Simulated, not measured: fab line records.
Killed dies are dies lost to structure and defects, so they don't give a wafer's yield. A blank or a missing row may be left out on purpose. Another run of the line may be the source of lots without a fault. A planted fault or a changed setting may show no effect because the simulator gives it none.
Matching of chambers / flow n5Finfet / N5_SDB_DESCUM_16 on rieDiel-01 has 4 sister chambers
The step chemistry O2, time 7.9 s. 4 wafers are shown with their chamber, then 9 later ones without.

EACH WAFER AND ITS CHAMBER
wafer=L080.5; chamber=3; showerheadPlenumPTorr (Torr)=2.17
wafer=L088.5; chamber=1; showerheadPlenumPTorr (Torr)=2.14
wafer=L089.4; chamber=0; showerheadPlenumPTorr (Torr)=1.99
wafer=L089.5; chamber=2; showerheadPlenumPTorr (Torr)=2.03

WAFERS MISSING THEIR CHAMBER
wafer=L093.3; showerheadPlenumPTorr (Torr)=2.13
wafer=L093.5; showerheadPlenumPTorr (Torr)=2.13
wafer=L093.6; showerheadPlenumPTorr (Torr)=1.99
wafer=L097.3; showerheadPlenumPTorr (Torr)=2.13
wafer=L097.5; showerheadPlenumPTorr (Torr)=2.02
wafer=L097.6; showerheadPlenumPTorr (Torr)=2.13
wafer=L091.3; showerheadPlenumPTorr (Torr)=2.15
wafer=L091.4; showerheadPlenumPTorr (Torr)=1.98
wafer=L091.5; showerheadPlenumPTorr (Torr)=2.02

EACH ONE'S CHAMBER
wafer=L093.3; from the rows above=1; in truth=1
wafer=L093.5; from the rows above=1; in truth=1
wafer=L093.6; from the rows above=0; in truth=0
wafer=L097.3; from the rows above=1; in truth=1
wafer=L097.5; from the rows above=2; in truth=2
wafer=L097.6; from the rows above=1; in truth=1
wafer=L091.3; from the rows above=can't be placed: 1 or 3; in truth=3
wafer=L091.4; from the rows above=0; in truth=0
wafer=L091.5; from the rows above=2; in truth=2
Placed correctly: 8 of 9. From these rows, 1 cannot be placed; in 1 the true chamber is one of the candidates. Wrongly placed: 0.
How it was worked out, from the rows above alone: a wafer's distance from a chamber is the root of the sum, over the readings, of the square of ((its reading less the chamber's mean) divided by the reading's scatter). The wafer belongs to the nearest chamber; if the next one is less than 2 further off, it can't be placed. The mean given for a chamber averages the wafers shown for that chamber. The scatter: root of mean squared gap, hidden wafer to nearest shown wafer, with one shown wafer a chamber.
